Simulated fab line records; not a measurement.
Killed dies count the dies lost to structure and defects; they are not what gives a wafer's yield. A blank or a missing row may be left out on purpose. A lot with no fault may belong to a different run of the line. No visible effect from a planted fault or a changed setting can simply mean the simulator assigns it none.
fab line records | flow n5_finfet
[record] lots = 24 wafers = 72 last_day = 19
route steps=1938 shown BEOL_M1@809 BEOL_M2@890
lots that met no fault: from a run of the same line without faults
start_h: hours from the record's opening day to when the first of the lot's shown wafers began | wait_h: hours from the lot's prior step to this one | " unchanged from the row above | L1.1+2: a row that stands for several wafers | - either no value or no given start | * or withheld: withheld | < > ~ a bound
route shown NAME@n: names a module that has steps shown in the file, with the first one's number in the route | usual: average and standard deviation across the fault-free wafers | same: alike in all rows | chamber/n: place in a boat | sites: the reading at each site | _std_site: standard deviation of those values | _edge_site: the outer-site mean with the inner-site mean subtracted | radius_mm: for every site, how far away it sits from the centre of the wafer | mask NAME#n: copy n | behind: the last tool/chamber to shape the wafer | hold: cause of the lot's hold/its duration in hours/its outcome | device: the n, p or np transistor that did not switch | end of line: tests run on the same wafers once the route is complete | step lacking rows: just its recipe | killed: at the first sort, the dies lost to defects and structure; wafer yield is something else | map: per-die view of a wafer (x killed, . not killed, _ where there is no die)
set.NAME: setting as actually run; set.NAME@STEP: the setting as run at that earlier step | model.NAME: the simulator's own value behind a step, which no gauge read
route steps across a sampled set of lots; one table per step, one row per wafer
services: from which hour (start_h, from the record's first day; less than 0 if before it) a tool's chamber was out of use, for how many hours, and why
[[steps]]
[step N5_BEOL_M1_DEGAS_44]
[recipe] ambient = vacuum temp_c = 250 time_s = 60
[usual] heater_power_w = 332/33 susceptor_temp_C = 249.99/0.16
// columns lot.wafer tool chamber start_h wait_h heater_power_w susceptor_temp_C
L074.1 pvd_sputter-02 - 133.80 0.3 293 249.76
L074.2 " - " " 360 250.14
L074.3 " - " " 392 250.10
L075.1 pvd_sputter-02 - 134.22 0.3 370 249.89
L075.4 " - " " 300 250.08
L075.5 " - " " 321 250.08
L076.1 pvd_sputter-02 - 140.31 0.2 370 249.97
L076.5 " - " " 397 250.13
L076.6 " - " " 297 250.15
L077.2 pvd_sputter-01 - 143.66 0.5 308 250.15
L077.3 " - " " 355 249.73
L077.6 " - " " 367 249.90
L078.2 pvd_sputter-02 - 147.59 0.0 296 249.78
L078.5 " - " " 359 250.03
L078.6 " - " " 390 249.94
L079.3 pvd_sputter-03 - 160.15 0.2 301 249.79
L079.4 " - " " 346 250.11
L079.6 " - " " 300 250.04
L080.1 pvd_sputter-03 - 169.24 0.3 305 250.05
L080.2 " - " " 356 250.03
L080.6 " - " " 302 250.27
L081.1 pvd_sputter-03 - 177.18 0.1 300 250.04
L081.3 " - " " 303 250.04
L081.6 " - " " 326 249.82
L082.1 pvd_sputter-02 - 177.30 0.0 390 250.09
L082.2 " - " " 370 250.06
L082.6 " - " " 367 249.89
L083.1 pvd_sputter-01 - 192.06 0.5 332 249.99
L083.3 " - " " 321 250.31
L083.5 " - " " 326 249.81
L084.1 pvd_sputter-01 - 196.22 0.1 367 249.85
L084.2 " - " " 288 249.95
L084.5 " - " " 317 249.83
L085.1 pvd_sputter-02 - 202.86 0.4 360 250.18
L085.2 " - " " 320 249.81
L085.6 " - " " 391 249.99
L086.1 pvd_sputter-01 - 204.35 0.5 312 250.12
L086.4 " - " " 368 249.89
L086.5 " - " " 355 249.79
L088.1 pvd_sputter-01 - 211.05 0.8 322 249.82
L088.2 " - " " 316 250.02
L088.5 " - " " 366 250.11
L087.1 pvd_sputter-01 - 211.13 0.8 329 250.05
L087.5 " - " " 290 250.14
L087.6 " - " " 322 250.15
L090.1 pvd_sputter-03 - 222.46 0.2 306 250.12
L090.4 " - " " 326 249.84
L090.5 " - " " 339 249.92
L089.1 pvd_sputter-03 - 222.54 0.3 349 249.95
L089.2 " - " " 300 250.22
L089.5 " - " " 332 250.08
L091.3 pvd_sputter-02 - 229.70 0.2 368 250.01
L091.4 " - " " 322 250.29
L091.5 " - " " 320 249.81
L092.1 pvd_sputter-01 - 229.94 0.0 375 250.20
L092.3 " - " " 288 249.91
L092.5 " - " " 291 250.05
L093.3 pvd_sputter-01 - 239.16 0.2 312 249.62
L093.5 " - " " 322 250.22
L093.6 " - " " 294 250.14
L094.1 pvd_sputter-02 - 242.29 0.2 396 249.83
L094.2 " - " " 321 250.11
L094.4 " - " " 290 249.86
L095.2 pvd_sputter-02 - 251.99 0.0 396 249.87
L095.5 " - " " 322 250.08
L095.6 " - " " 299 249.96
L096.1 pvd_sputter-02 - 258.64 0.2 393 250.00
L096.2 " - " " 300 249.95
L096.3 " - " " 317 250.11
L097.2 pvd_sputter-02 - 259.37 0.0 304 250.05
L097.4 " - " " 321 249.88
L097.6 " - " " 399 250.09
[step N5_BEOL_M1_SPUTTER_79]
[recipe] material = Cu target_thk_a = 45 temp_c = -20 chamber_pressure_pa = 0.07 power_w = withheld time_s = 8.29
[usual] susceptor_temp_C = -19.99/0.11 throttle_valve_pct = 30.1/1.1
// columns lot.wafer tool chamber start_h wait_h susceptor_temp_C throttle_valve_pct
L074.1 pvd_sputter-03 - 134.88 0.1 -19.95 30.1
L074.2 " - " " -20.06 30.6
L074.3 " - " " -19.93 30.6
L075.1 pvd_sputter-01 - 136.62 0.1 -20.06 29.1
L075.4 " - " " -19.99 30.8
L075.5 " - " " -20.02 28.8
L076.1 pvd_sputter-01 - 141.34 0.1 -20.00 27.5
L076.5 " - " " -20.00 30.9
L076.6 " - " " -19.95 30.2
L077.2 pvd_sputter-03 - 145.50 0.1 -19.91 30.1
L077.3 " - " " -20.04 30.7
L077.6 " - " " -19.81 31.0
L078.2 pvd_sputter-03 - 148.90 0.1 -20.13 30.1
L078.5 " - " " -19.94 30.6
L078.6 " - " " -20.06 30.2
L079.3 pvd_sputter-03 - 161.07 0.1 -19.88 31.0
L079.4 " - " " -19.88 30.0
L079.6 " - " " -19.98 30.9
L080.1 pvd_sputter-01 - 172.01 0.1 -20.19 27.5
L080.2 " - " " -20.07 29.8
L080.6 " - " " -20.12 27.7
L081.1 pvd_sputter-03 - 177.95 0.1 -20.07 30.1
L081.3 " - " " -20.22 30.5
L081.6 " - " " -19.96 30.8
L082.1 pvd_sputter-01 - 178.20 0.1 -20.20 30.9
L082.2 " - " " -19.83 27.6
L082.6 " - " " -20.10 30.6
L083.1 pvd_sputter-01 - 193.16 0.1 -20.08 30.6
L083.3 " - " " -20.01 30.0
L083.5 " - " " -20.12 27.5
L084.1 pvd_sputter-01 - 197.06 0.1 -19.85 30.9
L084.2 " - " " -20.13 27.6
L084.5 " - " " -19.84 28.9
L085.1 pvd_sputter-02 - 204.00 0.1 -19.88 29.2
L085.2 " - " " -19.87 28.9
L085.6 " - " " -19.82 29.3
L086.1 pvd_sputter-03 - 205.21 0.1 -19.93 30.1
L086.4 " - " " -19.97 30.6
L086.5 " - " " -20.18 30.0
L088.1 pvd_sputter-02 - 211.91 0.1 -19.93 31.4
L088.2 " - " " -19.97 31.6
L088.5 " - " " -19.92 29.6
L087.1 pvd_sputter-03 - 211.93 0.1 -20.08 30.1
L087.5 " - " " -20.06 30.8
L087.6 " - " " -20.07 30.1
L090.1 pvd_sputter-03 - 223.34 0.1 -20.06 30.8
L090.4 " - " " -19.83 30.4
L090.5 " - " " -19.93 30.7
L089.1 pvd_sputter-02 - 224.98 0.1 -20.00 29.3
L089.2 " - " " -19.94 29.0
L089.5 " - " " -20.00 31.6
L091.3 pvd_sputter-02 - 230.65 0.1 -20.01 31.7
L091.4 " - " " -19.92 31.5
L091.5 " - " " -19.94 31.6
L092.1 pvd_sputter-02 - 232.49 0.1 -19.96 29.0
L092.3 " - " " -20.03 31.4
L092.5 " - " " -19.93 31.8
L093.3 pvd_sputter-02 - 240.21 0.1 -20.06 31.4
L093.5 " - " " -19.87 29.2
L093.6 " - " " -20.23 31.3
L094.1 pvd_sputter-02 - 243.13 0.1 -20.02 31.7
L094.2 " - " " -20.07 29.4
L094.4 " - " " -19.88 29.1
L095.2 pvd_sputter-01 - 252.77 0.1 -20.12 30.2
L095.5 " - " " -19.98 27.7
L095.6 " - " " -19.72 29.3
L096.1 pvd_sputter-01 - 259.54 0.1 -20.08 30.7
L096.2 " - " " -20.00 30.5
L096.3 " - " " -19.77 27.6
L097.2 pvd_sputter-02 - 261.89 0.1 -19.78 31.5
L097.4 " - " " -20.14 28.9
L097.6 " - " " -19.96 29.4
[step N5_BEOL_M1_SPUTTER_81]
[recipe] material = Cu target_thk_a = 45 temp_c = -20 chamber_pressure_pa = 0.07 power_w = withheld time_s = 8.29
[usual] susceptor_temp_C = -20.01/0.1 throttle_valve_pct = 30.1/1.1
// columns lot.wafer tool chamber start_h wait_h susceptor_temp_C throttle_valve_pct
L074.1 pvd_sputter-03 - 135.10 0.1 -19.78 29.9
L074.2 " - " " -19.96 30.2
L074.3 " - " " -19.91 30.7
L075.1 pvd_sputter-01 - 136.84 0.1 -19.96 29.3
L075.4 " - " " -19.81 30.7
L075.5 " - " " -19.91 29.2
L076.1 pvd_sputter-01 - 141.56 0.1 -20.07 27.8
L076.5 " - " " -19.97 30.7
L076.6 " - " " -20.14 30.2
L077.2 pvd_sputter-03 - 145.72 0.1 -20.03 30.0
L077.3 " - " " -20.01 30.7
L077.6 " - " " -19.99 30.9
L078.2 pvd_sputter-03 - 149.12 0.1 -19.91 30.1
L078.5 " - " " -20.22 30.3
L078.6 " - " " -19.91 30.5
L079.3 pvd_sputter-03 - 161.29 0.1 -19.90 30.9
L079.4 " - " " -20.00 29.9
L079.6 " - " " -20.01 30.8
L080.1 pvd_sputter-01 - 172.23 0.1 -20.18 27.6
L080.2 " - " " -20.03 30.2
L080.6 " - " " -20.27 27.7
L081.1 pvd_sputter-03 - 178.17 0.1 -20.12 29.9
L081.3 " - " " -20.02 30.7
L081.6 " - " " -20.06 30.7
L082.1 pvd_sputter-01 - 178.42 0.1 -19.95 30.7
L082.2 " - " " -20.11 27.6
L082.6 " - " " -20.00 30.8
L083.1 pvd_sputter-01 - 193.38 0.1 -20.04 30.7
L083.3 " - " " -20.02 30.2
L083.5 " - " " -19.95 27.6
L084.1 pvd_sputter-01 - 197.28 0.1 -19.92 30.8
L084.2 " - " " -20.04 27.9
L084.5 " - " " -20.16 29.3
L085.1 pvd_sputter-02 - 204.22 0.1 -19.91 29.2
L085.2 " - " " -20.01 28.6
L085.6 " - " " -19.85 29.4
L086.1 pvd_sputter-03 - 205.43 0.1 -20.07 30.1
L086.4 " - " " -19.89 30.7
L086.5 " - " " -19.97 29.9
L088.1 pvd_sputter-02 - 212.13 0.1 -20.05 31.2
L088.2 " - " " -19.86 31.7
L088.5 " - " " -20.04 29.2
L087.1 pvd_sputter-03 - 212.15 0.1 -19.87 29.9
L087.5 " - " " -20.00 30.8
L087.6 " - " " -19.80 30.5
L090.1 pvd_sputter-03 - 223.56 0.1 -20.14 30.8
L090.4 " - " " -20.09 29.9
L090.5 " - " " -20.03 30.9
L089.1 pvd_sputter-02 - 225.20 0.1 -20.04 29.3
L089.2 " - " " -19.85 29.1
L089.5 " - " " -19.94 31.5
L091.3 pvd_sputter-02 - 230.87 0.1 -19.97 31.6
L091.4 " - " " -19.96 31.7
L091.5 " - " " -20.02 31.9
L092.1 pvd_sputter-02 - 232.71 0.1 -20.06 29.0
L092.3 " - " " -20.13 31.5
L092.5 " - " " -20.01 31.6
L093.3 pvd_sputter-02 - 240.43 0.1 -20.00 31.4
L093.5 " - " " -19.85 28.7
L093.6 " - " " -20.17 31.5
L094.1 pvd_sputter-02 - 243.35 0.1 -19.93 31.4
L094.2 " - " " -19.91 29.5
L094.4 " - " " -19.96 28.9
L095.2 pvd_sputter-01 - 252.99 0.1 -20.13 30.1
L095.5 " - " " -19.87 27.6
L095.6 " - " " -20.11 29.0
L096.1 pvd_sputter-01 - 259.76 0.1 -19.92 30.7
L096.2 " - " " -19.93 30.1
L096.3 " - " " -20.05 27.9
L097.2 pvd_sputter-02 - 262.11 0.1 -20.14 31.8
L097.4 " - " " -20.12 28.8
L097.6 " - " " -19.92 29.2
[step N5_BEOL_M1_ANNEAL_82]
[recipe] temp_c = 400 time_s = 240 ambient = vacuum
[usual] heater_power_w = 815/76 susceptor_temp_C = 400.01/0.21
// columns lot.wafer tool chamber start_h wait_h heater_power_w susceptor_temp_C
L074.1 pvd_sputter-03 - 135.18 0.0 859 400.51
L074.2 " - " " 739 400.05
L074.3 " - " " 769 400.38
L075.1 pvd_sputter-01 - 136.92 0.0 891 399.95
L075.4 " - " " 764 400.20
L075.5 " - " " 884 400.23
L076.1 pvd_sputter-01 - 141.64 0.0 816 400.15
L076.5 " - " " 780 399.77
L076.6 " - " " 712 400.19
L077.2 pvd_sputter-03 - 145.80 0.0 762 399.78
L077.3 " - " " 813 399.88
L077.6 " - " " 809 399.96
L078.2 pvd_sputter-03 - 149.20 0.0 849 400.14
L078.5 " - " " 739 399.76
L078.6 " - " " 755 400.02
L079.3 pvd_sputter-03 - 161.37 0.0 804 400.02
L079.4 " - " " 862 399.70
L079.6 " - " " 828 400.05
L080.1 pvd_sputter-01 - 172.31 0.0 812 399.86
L080.2 " - " " 734 399.86
L080.6 " - " " 805 400.29
L081.1 pvd_sputter-03 - 178.25 0.0 841 399.57
L081.3 " - " " 778 399.93
L081.6 " - " " 774 399.87
L082.1 pvd_sputter-01 - 178.50 0.0 796 400.28
L082.2 " - " " 799 400.04
L082.6 " - " " 777 400.16
L083.1 pvd_sputter-01 - 193.46 0.0 789 399.79
L083.3 " - " " 697 400.25
L083.5 " - " " 797 400.08
L084.1 pvd_sputter-01 - 197.36 0.0 776 400.18
L084.2 " - " " 789 399.91
L084.5 " - " " 893 399.98
L085.1 pvd_sputter-02 - 204.30 0.0 731 400.24
L085.2 " - " " 906 400.08
L085.6 " - " " 743 399.73
L086.1 pvd_sputter-03 - 205.51 0.0 747 400.01
L086.4 " - " " 733 399.75
L086.5 " - " " 866 399.74
L088.1 pvd_sputter-02 - 212.21 0.0 999 400.10
L088.2 " - " " 792 399.82
L088.5 " - " " 730 399.90
L087.1 pvd_sputter-03 - 212.23 0.0 869 400.19
L087.5 " - " " 732 400.23
L087.6 " - " " 736 399.92
L090.1 pvd_sputter-03 - 223.64 0.0 818 400.48
L090.4 " - " " 862 400.03
L090.5 " - " " 818 400.11
L089.1 pvd_sputter-02 - 225.28 0.0 742 399.96
L089.2 " - " " 895 400.17
L089.5 " - " " 972 399.88
L091.3 pvd_sputter-02 - 230.95 0.0 796 400.23
L091.4 " - " " 1001 400.25
L091.5 " - " " 995 400.09
L092.1 pvd_sputter-02 - 232.79 0.0 890 400.15
L092.3 " - " " 973 399.41
L092.5 " - " " 796 400.13
L093.3 pvd_sputter-02 - 240.51 0.0 991 400.05
L093.5 " - " " 911 400.03
L093.6 " - " " 799 400.12
L094.1 pvd_sputter-02 - 243.43 0.0 992 400.22
L094.2 " - " " 718 399.85
L094.4 " - " " 894 399.77
L095.2 pvd_sputter-01 - 253.07 0.0 724 399.82
L095.5 " - " " 811 399.78
L095.6 " - " " 912 400.06
L096.1 pvd_sputter-01 - 259.84 0.0 804 400.09
L096.2 " - " " 714 399.81
L096.3 " - " " 813 399.98
L097.2 pvd_sputter-02 - 262.19 0.0 805 399.90
L097.4 " - " " 889 400.22
L097.6 " - " " 735 399.96
[step N5_BEOL_M1_SPUTTER_96]
[recipe] material = Cu target_thk_a = 45 temp_c = -20 chamber_pressure_pa = 0.07 power_w = withheld time_s = 8.29
[usual] susceptor_temp_C = -20.02/0.1 throttle_valve_pct = 30.1/1.1
// columns lot.wafer tool chamber start_h wait_h susceptor_temp_C throttle_valve_pct
L074.1 pvd_sputter-03 - 136.42 0.1 -20.08 30.3
L074.2 " - " " -20.05 30.2
L074.3 " - " " -19.93 30.6
L075.1 pvd_sputter-01 - 138.16 0.1 -20.06 29.1
L075.4 " - " " -20.09 30.8
L075.5 " - " " -20.18 29.2
L076.1 pvd_sputter-01 - 142.88 0.1 -19.91 27.7
L076.5 " - " " -19.91 30.6
L076.6 " - " " -20.14 30.3
L077.2 pvd_sputter-03 - 147.04 0.1 -19.97 30.4
L077.3 " - " " -19.97 31.0
L077.6 " - " " -19.96 30.8
L078.2 pvd_sputter-03 - 150.44 0.1 -20.02 30.1
L078.5 " - " " -19.97 30.2
L078.6 " - " " -19.96 30.9
L079.3 pvd_sputter-03 - 162.61 0.1 -20.01 30.8
L079.4 " - " " -19.99 29.9
L079.6 " - " " -20.08 30.9
L080.1 pvd_sputter-01 - 173.55 0.1 -19.94 27.6
L080.2 " - " " -20.09 29.9
L080.6 " - " " -19.96 27.6
L081.1 pvd_sputter-03 - 179.49 0.1 -20.27 30.1
L081.3 " - " " -20.06 30.7
L081.6 " - " " -20.06 30.6
L082.1 pvd_sputter-01 - 179.74 0.1 -20.13 30.8
L082.2 " - " " -20.09 27.9
L082.6 " - " " -20.10 30.7
L083.1 pvd_sputter-01 - 194.70 0.1 -19.95 30.8
L083.3 " - " " -20.15 29.9
L083.5 " - " " -20.05 27.7
L084.1 pvd_sputter-01 - 198.60 0.1 -20.16 30.8
L084.2 " - " " -19.96 27.8
L084.5 " - " " -19.98 29.2
L085.1 pvd_sputter-02 - 205.54 0.1 -19.83 29.3
L085.2 " - " " -20.01 28.8
L085.6 " - " " -20.07 29.2
L086.1 pvd_sputter-03 - 206.75 0.1 -19.96 30.7
L086.4 " - " " -19.98 30.7
L086.5 " - " " -20.00 30.1
L088.1 pvd_sputter-02 - 213.45 0.1 -19.94 31.5
L088.2 " - " " -19.98 31.5
L088.5 " - " " -20.04 29.3
L087.1 pvd_sputter-03 - 213.47 0.1 -20.14 30.2
L087.5 " - " " -20.09 30.9
L087.6 " - " " -19.94 30.2
L090.1 pvd_sputter-03 - 224.88 0.1 -20.26 30.8
L090.4 " - " " -20.01 29.8
L090.5 " - " " -20.26 30.9
L089.1 pvd_sputter-02 - 226.52 0.1 -20.12 29.3
L089.2 " - " " -19.92 28.8
L089.5 " - " " -19.91 31.4
L091.3 pvd_sputter-02 - 232.19 0.1 -20.22 31.7
L091.4 " - " " -19.98 31.6
L091.5 " - " " -19.89 31.3
L092.1 pvd_sputter-02 - 234.03 0.1 -19.82 28.7
L092.3 " - " " -20.00 31.5
L092.5 " - " " -19.96 31.4
L093.3 pvd_sputter-02 - 241.75 0.1 -19.94 31.5
L093.5 " - " " -19.97 28.8
L093.6 " - " " -20.15 31.4
L094.1 pvd_sputter-02 - 244.67 0.1 -20.12 31.4
L094.2 " - " " -19.90 29.1
L094.4 " - " " -19.99 28.9
L095.2 pvd_sputter-01 - 254.31 0.1 -20.19 30.2
L095.5 " - " " -19.82 27.8
L095.6 " - " " -20.16 29.1
L096.1 pvd_sputter-01 - 261.08 0.1 -20.14 30.7
L096.2 " - " " -19.94 30.2
L096.3 " - " " -20.12 27.6
L097.2 pvd_sputter-02 - 263.43 0.1 -20.03 31.6
L097.4 " - " " -19.88 28.6
L097.6 " - " " -19.98 29.2
[step N5_BEOL_M2_TRENCH_ETCH_37]
[recipe] chemistry = C4F6/O2 target_depth_a = 555.55 target = SiOC time_s = 29.2 ion_energy_ev = 250 pressure_mtorr = 30 source_w = 355 bias_w = 185 Ar_flow_sccm = 300 C4F6_flow_sccm = 10 O2_flow_sccm = 10
[usual] drypump_motor_current_A = 5.8/0.38 mfc_ar_sccm = 300.1/0.94 oes_product_au = 0.79/0.082 rf_vpp_V = 669/4.5 showerhead_plenum_p_Torr = 2.91/0.11 throttle_valve_pct = 20.74/0.16
// columns lot.wafer tool chamber start_h wait_h drypump_motor_current_A mfc_ar_sccm oes_product_au rf_hours_counter_h rf_vpp_V showerhead_plenum_p_Torr throttle_valve_pct
L074.1 rie_diel-02 1 - - 5.5 300.3 0.83 71 671 3.01 20.83
L074.2 " 2 " " 6.4 299.0 0.68 235 674 2.80 20.94
L074.3 " 0 " " 5.3 301.4 0.87 27 666 3.01 20.56
L075.1 rie_diel-05 3 - - 6.3 300.2 0.71 228 664 2.93 21.03
L075.4 " 0 " " 5.6 299.1 0.75 155 670 2.95 20.63
L075.5 " 0 " " 5.6 299.4 0.76 - 674 2.95 20.62
L076.1 rie_diel-02 3 - - 5.9 299.8 0.73 178 665 2.93 20.57
L076.5 " 3 " " 5.9 299.6 0.74 - 666 2.93 20.58
L076.6 " 0 " " 5.3 298.8 0.87 - 666 3.01 20.55
L077.2 rie_diel-02 0 - - 5.3 300.3 0.87 34 666 3.01 20.56
L077.3 " 2 " " 6.4 302.3 0.68 241 672 2.79 20.95
L077.6 " 2 " " 6.4 301.0 0.67 - 673 2.79 20.96
L078.2 rie_diel-02 0 - - 5.3 301.8 0.87 34 665 3.01 20.58
L078.5 " 3 " " 5.9 300.6 0.73 - 666 2.93 20.58
L078.6 " 2 " " 6.4 300.2 0.67 - 672 2.79 20.96
L079.3 rie_diel-02 0 - - 5.3 300.0 0.86 35 664 3.01 20.57
L079.4 " 1 " " 5.5 300.5 0.82 78 673 3.01 20.82
L079.6 " 3 " " 5.9 297.9 0.73 - 665 2.93 20.57
L080.1 rie_diel-02 3 - - 5.9 299.3 0.73 187 665 2.93 20.60
L080.2 " 2 " " 6.4 301.1 0.66 245 674 2.79 20.96
L080.6 " 1 " " 5.4 300.2 0.81 - 672 3.01 20.82
L081.1 rie_diel-05 3 - - 6.3 301.7 0.69 241 664 2.92 21.03
L081.3 " 1 " " 5.4 299.7 0.75 140 666 2.64 21.03
L081.6 " 3 " " 6.3 300.6 0.70 - 665 2.92 21.03
L082.1 rie_diel-02 3 - - 5.9 299.5 0.72 197 667 2.92 20.58
L082.2 " 1 " " 5.5 300.1 0.81 91 673 3.00 20.85
L082.6 " 3 " " 5.9 301.8 0.71 - 667 2.92 20.61
L083.1 rie_diel-05 3 - - 6.3 298.9 0.70 248 665 2.92 21.05
L083.3 " 0 " " 5.5 300.9 0.74 174 674 2.94 20.65
L083.5 " 1 " " 5.4 301.2 0.73 - 666 2.63 21.02
L084.1 rie_diel-02 3 - - 5.9 300.5 0.72 199 667 2.92 20.61
L084.2 " 0 " " 5.3 301.5 0.84 49 665 3.00 20.59
L084.5 " 1 " " 5.5 299.5 0.80 - 674 3.00 20.86
L086.1 rie_diel-02 3 - - 5.9 298.3 0.73 199 667 2.92 20.60
L086.4 " 1 " " 5.5 300.5 0.80 - 673 3.00 20.86
L086.5 " 3 " " 5.9 298.8 0.74 - 667 2.92 20.61
L085.1 rie_diel-04 1 - - 6.1 299.6 0.70 228 656 2.70 20.71
L085.2 " 2 " " 6.1 300.3 0.84 74 666 2.77 21.05
L085.6 " 2 " " 6.1 299.4 0.84 - 666 2.77 21.04
L088.1 rie_diel-02 1 - - 5.5 300.7 0.79 103 673 3.00 20.88
L088.2 " 3 " " 5.9 301.2 0.71 208 664 2.92 20.62
L088.5 " 2 " " 6.4 298.3 0.98 - 672 2.79 20.58
L087.1 rie_diel-04 3 - - 6.0 300.8 0.72 220 670 2.80 20.72
L087.5 " 2 " " 6.1 301.0 0.84 - 666 2.77 21.05
L087.6 " 1 " " 6.1 299.8 0.70 - 657 2.70 20.72
L090.1 rie_diel-05 0 - - 5.5 300.8 0.74 182 673 2.94 20.66
L090.4 " 2 " " 5.8 300.1 0.88 - 674 3.03 20.78
L090.5 " 1 " " 5.4 299.9 0.74 - 666 2.63 21.04
L089.1 rie_diel-02 3 - - 5.9 299.5 0.72 208 665 2.92 20.62
L089.2 " 1 " " 5.5 300.5 0.79 104 673 2.99 20.87
L089.5 " 3 " " 5.9 298.5 0.71 - 665 2.92 20.63
L091.3 rie_diel-05 1 - - 5.4 299.3 0.74 166 664 2.62 21.03
L091.4 " 3 " " 6.3 300.6 0.95 6 664 2.91 20.68
L091.5 " 2 " " 5.8 301.0 0.87 - 674 3.02 20.81
L092.1 rie_diel-02 1 - - 5.5 301.0 0.79 114 674 2.99 20.89
L092.3 " 0 " " 5.3 299.2 0.81 68 665 3.00 20.62
L092.5 " 2 " " 6.4 299.2 0.94 - 672 2.78 20.62
L093.3 rie_diel-02 1 - - 5.5 300.4 0.78 115 673 2.99 20.88
L093.5 " 2 " " 6.4 300.3 0.93 - 671 2.78 20.62
L093.6 " 3 " " 5.9 300.9 0.70 - 665 2.91 20.63
L094.1 rie_diel-02 1 - - 5.5 301.6 0.77 116 673 2.99 20.90
L094.2 " 3 " " 5.9 298.4 0.70 219 664 2.91 20.64
L094.4 " 0 " " 5.3 301.2 0.81 70 664 2.99 20.60
L095.2 rie_diel-02 0 - - 5.3 300.6 0.80 71 664 2.99 20.61
L095.5 " 3 " " 5.9 300.3 0.70 - 665 2.91 20.62
L095.6 " 2 " " 6.4 300.5 0.92 - 673 2.78 20.62
L096.1 rie_diel-05 2 - - 5.8 298.4 0.85 46 674 3.02 20.82
L096.2 " 3 " " 6.3 301.2 0.92 11 663 2.91 20.71
L096.3 " 0 " " 5.5 299.8 0.73 194 673 2.93 20.67
L097.2 rie_diel-02 3 - - 5.9 298.2 0.70 228 664 2.91 20.65
L097.4 " 2 " " 6.4 298.5 0.91 29 673 2.78 20.63
L097.6 " 0 " " 5.3 299.3 0.79 - 666 2.99 20.64
[[services]]
// columns tool chamber start_h hours kind
rie_diel-02 2 113.74 6.6 repair
pvd_sputter-03 - 186.76 4.3 repair
rie_diel-02 2 193.76 - clean
rie_diel-02 2 193.76 - consumable_replace:focus_ring
rie_diel-02 2 193.76 21.7 scheduled_down
rie_diel-02 2 193.76 21.7 vent_cycle
rie_diel-05 3 226.36 1.8 repair
rie_diel-05 3 228.48 - clean
rie_diel-05 3 228.48 - consumable_replace:focus_ring
rie_diel-05 3 228.48 13.1 scheduled_down
rie_diel-05 3 228.48 13.1 vent_cycle
rie_diel-05 0 267.67 7.6 repair
rie_diel-04 1 277.22 - clean
rie_diel-04 1 277.22 - consumable_replace:focus_ring
rie_diel-04 1 277.22 - consumable_replace:showerhead
rie_diel-04 1 277.22 13.6 scheduled_down
rie_diel-04 1 277.22 13.6 vent_cycle
[[key]]
fault none
